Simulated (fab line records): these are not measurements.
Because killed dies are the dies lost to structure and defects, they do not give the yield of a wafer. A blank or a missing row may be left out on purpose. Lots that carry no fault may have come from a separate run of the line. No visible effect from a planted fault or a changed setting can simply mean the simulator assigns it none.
Comparing a struck lot with a sound one || flow nand harc || 17 steps out of a route of 1159
Sound: the wafers L702.1, L702.3, L702.4. Wafers L708.3, L708.5, L708.6 were the ones struck. The cause comes at the end.
Each step with rows lists, per side, the tool, then ch with its chambers, then its first start. Under that, the readings that differ: sound wafers || struck wafers || difference of the means || sigmas: that difference in standard deviations of wafers without a fault.
alike: words and numbers the same on both sides, and readings whose means are apart by under 2 such deviations; not compared: readings that were withheld, readings missing a value for some wafer, numbers with overlapping values and no deviation given by the record, and bounds like >300 which may hide the same value.
A row with sigmas, a row that says differs or no value, or rows on one side alone: a step with any of these is where the two part. Numbers that don't overlap but have no deviation are shown without sigmas and don't part them. Lack of a reading on every wafer of one side parts them only where that side has two or more wafers.

first, 4 steps without rows for these wafers: NHARC_A_ZERO_WELL_EBR_06; NHARC_A_ZERO_WELL_EXPOSE_07 (exposes mask A ZERO); NHARC_A_ZERO_WELL_PEB_08 (peb time 80 s); NHARC_A_ZERO_WELL_DEVELOP_09 (time 50 s).
NHARC_A_ZERO_WELL_CD_MEAS_10 targets a cd of 2000 nm.
  sound on cd sem-03 ch 0, day 8 07:59; struck on cd sem-02 ch 0, day 10 01:55
  alike: cd nm
then, 1 step without rows for these wafers: NHARC_A_ZERO_WELL_HARDBAKE_11 (time 65 s).
NHARC_A_ZERO_WELL_DESCUM_12: chemistry O2, time 3 s.
  sound on rie diel-07 ch 0,1,3, day 8 08:08; struck on rie diel-04 ch 0,1, day 10 02:05
  alike: drypump motor current A, oes product au, rf vpp V, showerhead plenum p Torr, throttle valve pct
  not compared: rf hours counter h
NHARC_A_ZERO_WELL_ETCH_19: etches the open film in N2/H2, target depth 80 nm, overetch 24 nm, time 87.88 s.
  sound on rie diel-07 ch 1,2,3, day 8 08:14; struck on rie diel-04 ch 0,1,3, day 10 02:11
  alike: drypump motor current A, oes product au, rf vpp V, showerhead plenum p Torr, throttle valve pct
  not compared: rf hours counter h
NHARC_A_ZERO_WELL_ETCH_13: etches the open film in HBr/Cl2, target depth 120 nm, time 40.1 s.
  sound on rie si-05 ch 0,2,3, day 8 08:22; struck on rie si-05 ch 0,1,3, day 10 02:19
  alike: drypump motor current A, oes product au, throttle valve pct
  not compared: rf hours counter h
then, 2 steps without rows for these wafers: NHARC_A_ZERO_WELL_STRIP_14 (strips in SPM, time 900 s); NHARC_A_ZERO_WELL_IMPLANT_15.
NHARC_A_ZERO_WELL_PRECLEAN_22: cleans in SC1, time 60 s.
  sound on wet bench-06 ch 1,2,7, day 8 09:07; struck on wet bench-06 ch 1,4,6, day 10 03:02
  alike: bath guard temp C
next, for these wafers, 1 step has no rows: NHARC_A_ZERO_WELL_SRD_23.
NHARC_A_ZERO_WELL_RTA_16: time 10 s.
  sound on rtp anneal-01 ch 0, day 8 09:16; struck on rtp anneal-01 ch 0, day 10 03:14
{"reading": "wafer_temp_C_max", "sound": "1003.6 1005.2 1003.5", "struck": "1005.9 1007.7 1005.6", "difference": "+2.3", "sigmas": "+2"}
  alike: lamp power pct
NHARC_A_ZERO_WELL_INSPECT_17:
  sound: defect inspect-01 at day 8 09:28; struck: defect inspect-02 at day 10 03:23
{"reading": "raw defect count", "sound": "11 27 18", "struck": "1235 1249 1168", "difference": "+1199", "sigmas": "+99 or more"}
then, 1 step without rows for these wafers: NHARC_A_SOURCE_PLATE_PRECLEAN_00 (cleans in HF-LAST, time 60 s).
-- record jumps: 12 days between struck wafers' starts before vs after; left off in module A_SOURCE_PLATE, resumes in module END, first step shown is number 1159 of the route --
NHARC_END_SORT_01:
  at this point the record logs the struck wafers (prober-02 ch 0, day 22 13:43) and has no rows for the sound ones

WHERE THEY PART
Earliest at NHARC_A_ZERO_WELL_RTA_16; latest, in this record, at NHARC_END_SORT_01.

WHY: the cause the simulator had injected
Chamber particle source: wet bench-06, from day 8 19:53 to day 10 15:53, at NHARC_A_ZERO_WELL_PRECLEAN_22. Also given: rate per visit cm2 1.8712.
